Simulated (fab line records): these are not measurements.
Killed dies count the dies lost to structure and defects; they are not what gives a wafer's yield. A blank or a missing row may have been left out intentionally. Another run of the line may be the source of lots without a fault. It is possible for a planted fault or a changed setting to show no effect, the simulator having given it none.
Code-filled problem report in 8D (eight disciplines) form || flow nand-harc || the parts of the form that need people (team, actions taken, sign-off) are left out

## 1. THE ISSUE
NHARC_P_M1_INSPECT_27, raw-defect-count: mean 2338 over 1 wafer from 1 lot; wafers with no fault: 317, standard deviation 130. That is +16 standard deviations from the usual mean.
The first sign was on wafer L126.5 at day 11 04:23, on defect-inspect-01. Wafers with a number at this step in the record: 14, from 5 lots. Rule for "out", or "out of limits": more than 4 standard deviations from the usual mean. The other wafers with a number count as sound.

## 2. WHAT IT IS, WHAT IT ISN'T
{"question": "which readings at this step", "is": "raw-defect-count", "is not": "-"}
{"question": "which lots", "is": "L126", "is not": "L116, L130, L135, L136"}
{"question": "which wafers of those lots", "is": "L126.5", "is not": "L126.2"}
{"question": "read on which gauges", "is": "defect-inspect-01", "is not": "defect-inspect-02"}
{"question": "when", "is": "from day 11 04:23", "is not": "up to then (4 sound wafers); but 9 sound wafers of L130, L135, L136 came after"}

## 3. WHAT RULES OUT EACH SUSPECT
Counting: any tool at a process step up to the reading remains a suspect provided it ran every lot that is out. Sound lots after the first of them don't rule it out here, since some wafers of a struck lot are sound.
- the gauge at NHARC_P_M1_INSPECT_27 has been ruled out. All the wafers that are out were read on defect-inspect-01, but those of them that NHARC_P_M1_CMP_23 has rows for are out there too, on other tools.
- rie-diel-13 at NHARC_P_M1_ETCH_35 (etches the open film in N2/H2, target depth 40 nm, overetch 12 nm, time 43.94 s): kept. It ran the lot that is out, L126 (day 11 01:53).
- pvd-sputter-01 at NHARC_P_M1_DEGAS_29 (time 60 s): kept. It ran the lot that is out, L126 (day 11 02:50).
- pvd-sputter-01 at NHARC_P_M1_PRE_CLEAN_30 (time 30 s): kept. It ran the lot that is out, L126 (day 11 03:55). NHARC_P_M1_PRE_CLEAN_30: start missing for some lots; hours and lot order therefore follow NHARC_P_M1_CMP_23.
- pvd-sputter-01 at NHARC_P_M1_PVD_20 (deposits TaN, target thk 5 nm, time 8.06 s): kept. It ran the lot that is out, L126 (day 11 03:55). NHARC_P_M1_PVD_20: start missing for some lots; hours and lot order therefore follow NHARC_P_M1_CMP_23.
- pvd-sputter-01 at NHARC_P_M1_PVD_21 (deposits Cu, target thk 30 nm, time 20.49 s): kept. It ran the lot that is out, L126 (day 11 03:55). NHARC_P_M1_PVD_21: start missing for some lots; hours and lot order therefore follow NHARC_P_M1_CMP_23.
- cmp-04 at NHARC_P_M1_CMP_23 (polishes, t overpolish 20 s, target thk 157.82 nm): kept. It ran the lot that is out, L126 (day 11 03:55). Its own readings are out on those wafers: time-to-endpoint-s.
- Within cmp-04 at NHARC_P_M1_CMP_23: the wafers that are out ran in chamber 2; their sound lot-mates ran in chamber 1.
Left after counting: rie-diel-13 at NHARC_P_M1_ETCH_35, pvd-sputter-01 at NHARC_P_M1_DEGAS_29, pvd-sputter-01 at NHARC_P_M1_PRE_CLEAN_30, pvd-sputter-01 at NHARC_P_M1_PVD_20, pvd-sputter-01 at NHARC_P_M1_PVD_21, cmp-04 at NHARC_P_M1_CMP_23.

## 4. THE CAUSE (what the simulator had put in)
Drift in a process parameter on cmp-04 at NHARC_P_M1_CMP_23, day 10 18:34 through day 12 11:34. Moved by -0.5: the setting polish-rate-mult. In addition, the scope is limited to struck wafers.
Counting leaves 6 suspects; this tool is one of them.

## 5. THE EFFECT CHAIN, in route order
Rows list readings where the struck wafers' mean (over those with a number) sits beyond 3 standard deviations from the usual. Only readings for which the record gives a usual standard deviation are gone through. hours: the time from each lot's start at the first step in this table that gives one to its start at this step, as a median over the lots. sigmas: the change in usual standard deviations.
{"hours": 0, "step": "NHARC_P_M1_CMP_23", "reading": "time-to-endpoint-s", "usual": "29.2 s", "on struck wafers": 37.8, "change": "+8.6", "sigmas": "+4.1"}
{"hours": 0, "step": "NHARC_P_M1_THK_MEAS_24", "reading": "thk-nm", "usual": "157.8 nm", "on struck wafers": 163.1, "change": "+5.3", "sigmas": "+3.8"}
{"hours": 0, "step": "NHARC_P_M1_INSPECT_27", "reading": "raw-defect-count", "usual": 317, "on struck wafers": 2338, "change": "+2021", "sigmas": "+16"}
{"hours": 423, "step": "NHARC_END_SORT_01", "reading": "defect-limited-yield", "usual": "90.3 %", "on struck wafers": 0.0, "change": -90.3, "sigmas": -30}
{"hours": 423, "step": "NHARC_END_SORT_01", "reading": "killed-at-periphery", "usual": 4.2, "on struck wafers": 616.0, "change": "+611.8", "sigmas": "+99 or more"}
{"hours": 423, "step": "NHARC_END_SORT_01", "reading": "killed-dies", "usual": 65, "on struck wafers": 677, "change": "+612", "sigmas": "+31"}
Here are the process steps it includes:
- NHARC_P_M1_CMP_23: polishes, t overpolish 20 s, target thk 157.82 nm.

## 6. HOW IT WOULD HAVE BEEN CAUGHT EARLIER
10 hours passed between the start of the fault at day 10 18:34 and the first reading out of limits at a measuring or inspecting step in this record, taken at day 11 04:23.
Tool's own readings at NHARC_P_M1_CMP_23, time-to-endpoint-s: out on all struck wafers the step has rows for; an alarm limit on them would have tripped on the first.
The start of NHARC_P_M1_CMP_23 on cmp-04 came by day 11 04:23 for every one of the lots that are out (1). A hold on the tool at that time would have spared none of them.
